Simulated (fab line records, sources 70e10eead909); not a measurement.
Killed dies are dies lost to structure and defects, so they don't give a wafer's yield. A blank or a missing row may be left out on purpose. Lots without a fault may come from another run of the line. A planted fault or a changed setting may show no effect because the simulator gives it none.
fab line records | flow nand_harc
record lots=12 wafers=36 last_day=33
route steps=1302 shown P_BONDPAD@367 A_SOURCE_PLATE@415 A_ONON_D1@427 END@1302
lots that met no fault: from a run of the same line without faults
start_h: hours from the record's first day to the start of the lot's first wafer shown | wait_h: hours since the lot's step before | " the same as in the row above | L1.1+2: a row that stands for several wafers | - no value, or no start given | * or withheld: withheld | < > ~ a bound
route shown NAME@n: a module of which the file shows steps, and the number in the route of the first | usual: mean/standard deviation of fault-free wafers | same: alike in all rows | chamber/n: place in a boat | sites: the reading at each site | _std_site: their standard deviation | _edge_site: outer sites' mean less inner sites' | radius_mm: how far each site lies from the wafer's centre | mask NAME#n: copy n | behind: the tool/chamber that last shaped the wafer | hold: why the lot was held/for how many hours/how that ended | device: the transistor (n, p or np) that didn't switch | end of line: the same wafers' tests at the end of the route | a step without rows: its recipe alone | killed: dies lost to structure and defects at the first sort, not the wafer's yield | map: a wafer's dies, x killed, . not, _ none there
set.NAME: the setting as run; set.NAME@STEP: as run at that earlier step | model.NAME: the simulator's own value behind a step, which no gauge read
steps of the route over a sample of lots; a table a step, a row a wafer
services: from which hour (start_h, from the record's first day; less than 0 if before it) a tool's chamber was out of use, for how many hours, and why
## steps
# step NHARC_P_BONDPAD_DESCUM_11
# recipe time_s=3 o2_flow_sccm=200 ar_flow_sccm=0 bias_power_w=0 chemistry=O2
# usual drypump_motor_current_A=5.75/0.19 oes_product_au=0.999/0.014 rf_vpp_V=57.7/0.85 showerhead_plenum_p_Torr=1.90/0.094 throttle_valve_pct=11.310/0.0094
# columns lot.wafer tool chamber start_h wait_h drypump_motor_current_A oes_product_au rf_hours_counter_h rf_vpp_V showerhead_plenum_p_Torr throttle_valve_pct
L948.2 rie_diel-10 0 144.72 - 5.94 1.002 4.9 58.0 2.05 11.319
L948.4 " 2 " " 5.74 1.001 3.5 58.0 1.87 11.312
L948.3 " 3 " " 6.21 1.018 4.7 58.6 1.96 11.316
L950.2 rie_diel-06 3 166.58 - 5.55 0.987 0.5 57.6 2.04 11.314
L950.6 " 1 " " 5.61 0.982 - 56.5 1.78 11.316
L950.5 " 2 " " 5.85 0.982 - 56.7 1.86 11.305
L952.1 rie_diel-06 3 189.19 - 5.54 0.987 1.3 58.6 2.04 11.315
L952.4 " 2 " " 5.85 0.982 1.4 57.0 1.86 11.318
L952.6 " 0 " " 5.54 1.007 - 57.6 1.81 11.299
L953.4 rie_diel-06 2 190.06 - 5.86 0.978 1.5 56.9 1.86 11.310
L953.1 " 0 " " 5.55 1.002 1.3 56.8 1.81 11.315
L953.6 " 3 " " 5.57 0.980 - 57.9 2.04 11.307
L961.3 rie_diel-10 0 282.13 - 5.93 0.999 2.6 58.4 2.05 11.325
L961.2 " 1 " " 5.96 0.998 2.9 57.9 1.85 11.306
L961.1 " 2 " " 5.72 0.994 2.9 57.0 1.87 11.316
L963.1 rie_diel-06 3 295.81 - 5.55 1.016 4.5 58.8 2.04 11.316
L963.2 " 2 " " 5.84 0.991 4.5 58.0 1.86 11.287
L963.5 " 3 " " 5.55 1.021 - 57.2 2.04 11.312
L965.1 rie_diel-08 3 318.06 - 5.90 0.979 5.6 57.0 1.92 11.313
L965.3 " 1 " " 5.70 0.985 7.0 59.1 1.91 11.309
L965.6 " 2 " " 5.59 0.978 - 57.7 1.91 11.306
L966.3 rie_diel-06 3 328.40 - 5.58 0.996 0.4 58.5 2.04 11.318
L966.4 " 2 " " 5.85 0.995 0.5 57.3 1.86 11.303
L966.5 " 0 " " 5.54 1.003 - 57.7 1.81 11.302
L967.1 rie_diel-06 1 334.03 - 5.61 0.995 0.6 57.2 1.78 11.323
L967.6 " 2 " " 5.86 0.985 - 56.4 1.86 11.292
L967.5 " 3 " " 5.55 0.999 - 59.5 2.04 11.311
L968.2 rie_diel-06 2 345.75 - 5.86 0.998 1.2 57.8 1.86 11.299
L968.1 " 3 " " 5.58 1.007 1.1 58.2 2.04 11.310
L968.3 " 0 " " 5.51 0.997 0.9 57.4 1.81 11.321
L969.3 rie_diel-06 1 353.13 - 5.60 1.000 1.5 56.9 1.78 11.296
L969.4 " 2 " " 5.85 1.009 1.8 59.6 1.86 11.317
L969.6 " 3 " " 5.57 1.021 - 57.3 2.04 11.309
L970.4 rie_diel-10 0 365.47 - 5.97 1.001 6.5 57.2 2.05 11.305
L970.1 " 1 " " 5.93 1.009 6.7 57.1 1.85 11.303
L970.5 " 3 " " 6.21 1.044 - 57.5 1.95 11.316
# step NHARC_P_BONDPAD_INSPECT_23
# usual raw_defect_count=308/120
# columns lot.wafer tool chamber start_h wait_h raw_defect_count
L948.2 defect_inspect-02 - 147.29 0.0 381
L948.3 " - " " 336
L948.4 " - " " 235
L950.2 defect_inspect-02 - 169.13 0.0 665
L950.5 " - " " 593
L950.6 " - " " 396
L952.1 defect_inspect-02 - 191.75 0.0 409
L952.4 " - " " 366
L952.6 " - " " 308
L953.1 defect_inspect-02 - 192.64 0.1 314
L953.4 " - " " 251
L953.6 " - " " 435
L961.1 defect_inspect-02 - 284.84 0.0 319
L961.2 " - " " 196
L961.3 " - " " 194
L963.1 defect_inspect-01 - 298.40 0.0 461
L963.2 " - " " 342
L963.5 " - " " 241
L965.1 defect_inspect-01 - 320.63 0.0 284
L965.3 " - " " 223
L965.6 " - " " 249
L966.3 defect_inspect-02 - 330.94 0.0 204
L966.4 " - " " 362
L966.5 " - " " 256
L967.1 defect_inspect-02 - 336.58 0.0 375
L967.5 " - " " 404
L967.6 " - " " 305
L968.1 defect_inspect-01 - 348.33 0.0 208
L968.2 " - " " 274
L968.3 " - " " 249
L969.3 defect_inspect-02 - 355.69 0.0 180
L969.4 " - " " 307
L969.6 " - " " 331
L970.1 defect_inspect-02 - 368.01 0.0 376
L970.4 " - " " 345
L970.5 " - " " 153
# step NHARC_A_SOURCE_PLATE_OXIDE_02
# recipe target_thk_a=100 temp_c=900 ox_time_s=1362 material=SiO2
# usual spike_tc_bottom_C=915.1/2.5 zone_power_upper_pct=17.4/0.49
# columns lot.wafer tool chamber start_h wait_h spike_tc_bottom_C zone_power_upper_pct
L948.2 furnace-03 0 153.19 - 912.2 17.1
L948.3 " 0 " " 911.2 17.1
L948.4 " 0 " " 912.7 17.1
L950.2 furnace-08 0 175.05 - 916.7 16.8
L950.5 " 0 " " 916.2 16.8
L950.6 " 0 " " 916.8 16.5
L952.1 furnace-03 0 197.17 - 912.9 17.0
L952.4 " 0 " " 913.2 17.1
L952.6 " 0 " " 913.9 16.9
L953.1 furnace-03 0 197.17 - 912.6 17.0
L953.4 " 0 " " 914.5 16.9
L953.6 " 0 " " 915.6 17.0
L961.1 furnace-03 0 291.99 - 913.4 17.2
L961.2 " 0 " " 914.4 17.2
L961.3 " 0 " " 912.5 16.9
L963.1 furnace-01 0 303.20 - 916.8 18.1
L963.2 " 0 " " 919.0 18.0
L963.5 " 0 " " 919.3 18.0
L965.1 furnace-01 0 326.69 - 918.0 18.0
L965.3 " 0 " " 919.0 18.2
L965.6 " 0 " " 917.8 17.8
L966.3 furnace-03 0 336.48 - 913.4 17.0
L966.4 " 0 " " 914.3 17.2
L966.5 " 0 " " 915.3 17.2
L967.1 furnace-01 0 342.62 - 918.7 17.8
L967.5 " 0 " " 916.9 17.9
L967.6 " 0 " " 918.0 18.1
L968.1 furnace-03 0 353.91 - 915.6 17.2
L968.2 " 0 " " 914.0 17.1
L968.3 " 0 " " 913.1 17.3
L969.3 furnace-03 0 361.08 - 914.8 17.1
L969.4 " 0 " " 913.6 17.3
L969.6 " 0 " " 911.9 17.0
L970.1 furnace-01 0 373.91 - 919.1 18.0
L970.4 " 0 " " 919.1 17.8
L970.5 " 0 " " 918.4 17.9
# step NHARC_A_SOURCE_PLATE_INSPECT_08
# usual raw_defect_count=60/25
# columns lot.wafer tool chamber start_h wait_h raw_defect_count
L948.2 defect_inspect-02 - 170.35 0.0 56
L948.3 " - " " 60
L948.4 " - " " 73
L950.2 defect_inspect-02 - 192.30 0.0 47
L950.5 " - " " 30
L950.6 " - " " 48
L953.1 defect_inspect-02 - 214.97 0.0 889
L953.4 " - " " 809
L953.6 " - " " 857
L952.1 defect_inspect-01 - 214.98 0.0 853
L952.4 " - " " 833
L952.6 " - " " 778
L961.1 defect_inspect-01 - 306.48 0.0 46
L961.2 " - " " 36
L961.3 " - " " 61
L963.1 defect_inspect-02 - 324.29 0.0 106
L963.2 " - " " 60
L963.5 " - " " 67
L965.1 defect_inspect-02 - 344.22 0.0 91
L965.3 " - " " 86
L965.6 " - " " 60
L966.3 defect_inspect-01 - 353.60 0.0 67
L966.4 " - " " 75
L966.5 " - " " 72
L967.1 defect_inspect-02 - 360.04 0.0 82
L967.5 " - " " 59
L967.6 " - " " 102
L968.1 defect_inspect-02 - 371.34 0.0 27
L968.2 " - " " 40
L968.3 " - " " 24
L969.3 defect_inspect-02 - 380.98 0.0 69
L969.4 " - " " 70
L969.6 " - " " 111
L970.1 defect_inspect-02 - 392.02 0.0 94
L970.4 " - " " 151
L970.5 " - " " 91
# step NHARC_A_ONON_D1_THK_MEAS_05
# recipe thk_meas_gauge=ellipsometry
# usual thk_nm=1000/11
# columns lot.wafer tool chamber start_h wait_h thk_nm
L948.2 film_metro-01 - 171.52 - 1021
L948.3 " - " " 1019
L948.4 " - " " 1021
L950.2 film_metro-01 - 193.44 - 992
L950.5 " - " " 991
L950.6 " - " " 993
L953.1 film_metro-02 - 216.11 - 1017
L953.4 " - " " 1016
L953.6 " - " " 1017
L952.1 film_metro-01 - 216.13 - 1002
L952.4 " - " " 1003
L952.6 " - " " 999
L961.1 film_metro-01 - 307.64 - 999
L961.2 " - " " 998
L961.3 " - " " 999
L963.1 film_metro-02 - 325.44 - 998
L963.2 " - " " 1000
L963.5 " - " " 998
L965.1 film_metro-02 - 345.36 - 1005
L965.3 " - " " 1006
L965.6 " - " " 1004
L966.3 film_metro-01 - 354.74 - 994
L966.4 " - " " 996
L966.5 " - " " 996
L967.1 film_metro-02 - 361.18 - 1003
L967.5 " - " " 1003
L967.6 " - " " 1004
L968.1 film_metro-02 - 372.49 - 1007
L968.2 " - " " 1008
L968.3 " - " " 1006
L969.3 film_metro-01 - 382.13 - 979
L969.4 " - " " 980
L969.6 " - " " 981
L970.1 film_metro-02 - 393.16 - 1009
L970.4 " - " " 1010
L970.5 " - " " 1010
# step NHARC_END_SORT_01
# recipe temp_c=25
# usual killed_at_array=56/20 killed_at_other=0.9/1.1 killed_at_periphery=3.7/3 killed_dies=61/21 killed_open=2.9/1.6 killed_short=2.6/1.4
# same gross_dies=677
# columns lot.wafer tool chamber start_h wait_h killed_at_array killed_at_other killed_at_periphery killed_dies killed_open killed_short
L952.1 prober-01 0 614.94 2.5 476 1 1 478 2 0
L952.4 prober-01 0 617.31 3.4 470 0 0 470 1 2
L952.6 prober-01 0 618.88 3.9 466 0 0 466 0 0
L953.1 prober-02 0 614.94 2.5 478 0 1 479 0 1
L953.4 prober-02 0 617.36 3.4 482 0 1 483 1 3
L953.6 prober-02 0 618.98 4.0 472 0 1 473 0 1
# killed by level:class
L952.1 A_SOURCE_PLATE:unspecified=447 A_SLIT:chamber_film_flake=19 A_CHANNEL_HOLE_D2:chamber_film_flake=5 A_CHANNEL_FILL_D2:geometric_particle:open=2 P_ZERO_WELL:chamber_film_flake=1 A_STAIRCASE:chamber_film_flake=1 THIN_TSV:chamber_film_flake=1 A_CHANNEL_HOLE_D1:chamber_film_flake=1
L953.1 A_SOURCE_PLATE:unspecified=429 A_CHANNEL_HOLE_D2:chamber_film_flake=22 A_SLIT:chamber_film_flake=14 A_CONTACT:chamber_film_flake=7 A_SGD_CUT:chamber_film_flake=2 A_WL_FILL:chamber_film_flake=2 A_WL_FILL:geometric_particle:short=1 P_ZERO_WELL:chamber_film_flake=1
L952.4 A_SOURCE_PLATE:unspecified=436 A_SLIT:chamber_film_flake=21 A_CHANNEL_HOLE_D2:chamber_film_flake=5 A_CHANNEL_FILL_D1:chamber_film_flake=2 A_ONON_D1:geometric_particle:short=1 A_CHANNEL_FILL_D1:geometric_particle:short=1 A_ONON_D2:geometric_particle:open=1 A_CHANNEL_HOLE_D1:chamber_film_flake=1
L953.4 A_SOURCE_PLATE:unspecified=440 A_SLIT:chamber_film_flake=16 A_CHANNEL_HOLE_D2:chamber_film_flake=11 A_CONTACT:chamber_film_flake=6 A_WL_FILL:chamber_film_flake=4 P_M2:geometric_particle:open=1 A_ONON_D1:geometric_particle:short=1 A_CHANNEL_FILL_D2:geometric_particle:short=1
L952.6 A_SOURCE_PLATE:unspecified=432 A_SLIT:chamber_film_flake=24 A_CHANNEL_HOLE_D2:chamber_film_flake=3 A_ZERO_WELL:chamber_film_flake=2 A_CHANNEL_FILL_D2:chamber_film_flake=1 A_CHANNEL_FILL_D1:chamber_film_flake=1 A_CHANNEL_HOLE_D1:chamber_film_flake=1 A_DECK1_JOINT:chamber_film_flake=1
L953.6 A_SOURCE_PLATE:unspecified=423 A_SLIT:chamber_film_flake=27 A_CHANNEL_HOLE_D2:chamber_film_flake=15 A_CONTACT:chamber_film_flake=3 A_DECK1_JOINT:geometric_particle:short=1 P_ZERO_WELL:chamber_film_flake=1 A_CHANNEL_HOLE_D1:chamber_film_flake=1 A_SGD_CUT:chamber_film_flake=1
## services
# columns tool chamber start_h hours kind
rie_diel-06 - 130.20 9.0 pm
rie_diel-06 0 130.20 9.0 vent_cycle
rie_diel-06 1 130.20 9.0 vent_cycle
rie_diel-06 2 130.20 9.0 vent_cycle
rie_diel-06 3 130.20 9.0 vent_cycle
rie_diel-06 0 139.20 - clean
rie_diel-06 1 139.20 - clean
rie_diel-06 2 139.20 - clean
rie_diel-06 3 139.20 - clean
rie_diel-06 0 163.70 - clean
rie_diel-06 1 163.70 - clean
rie_diel-06 2 163.70 - clean
rie_diel-06 3 163.70 - clean
rie_diel-06 0 188.20 - clean
rie_diel-06 1 188.20 - clean
rie_diel-08 - 191.10 9.0 pm
furnace-01 - 209.58 26.0 pm
rie_diel-10 - 242.60 9.0 pm
rie_diel-10 0 259.67 1.9 repair
furnace-03 - 298.06 26.0 pm
rie_diel-06 - 307.20 9.0 pm
rie_diel-10 1 339.13 10.0 repair
rie_diel-08 - 368.10 9.0 pm
rie_diel-10 0 369.00 6.5 repair
## key
first_sign step=NHARC_A_SOURCE_PLATE_INSPECT_08 reading=raw_defect_count direction=up sigmas=31 usual=60 struck=836
effect step=NHARC_END_SORT_01 reading=killed_at_array direction=up sigmas=20 usual=56 struck=474
more_kills_born_at NHARC_A_SOURCE_PLATE_OXIDE_02@furnace-03=2607
met_at NHARC_A_SOURCE_PLATE_OXIDE_02
struck_lots L952,L953
tester_left_out L952,L953
not_acting_at NHARC_P_BONDPAD_DESCUM_11,NHARC_P_BONDPAD_INSPECT_23,NHARC_A_ONON_D1_THK_MEAS_05
onset_between 153.19 197.17
fault kind=chamber_particle_source tool=furnace-03 chamber=- onset_h=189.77 steps=NHARC_A_SOURCE_PLATE_OXIDE_02 rate_per_visit_cm2=1.1666 end_h=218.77
# tester_left_out: of these lots the tester's yield and bins aren't shown, on N5 and GAA mostly nor the transistor test; their killed dies are dies lost to structure and defects alone, not to doping, threshold or leakage, so they don't give the yield
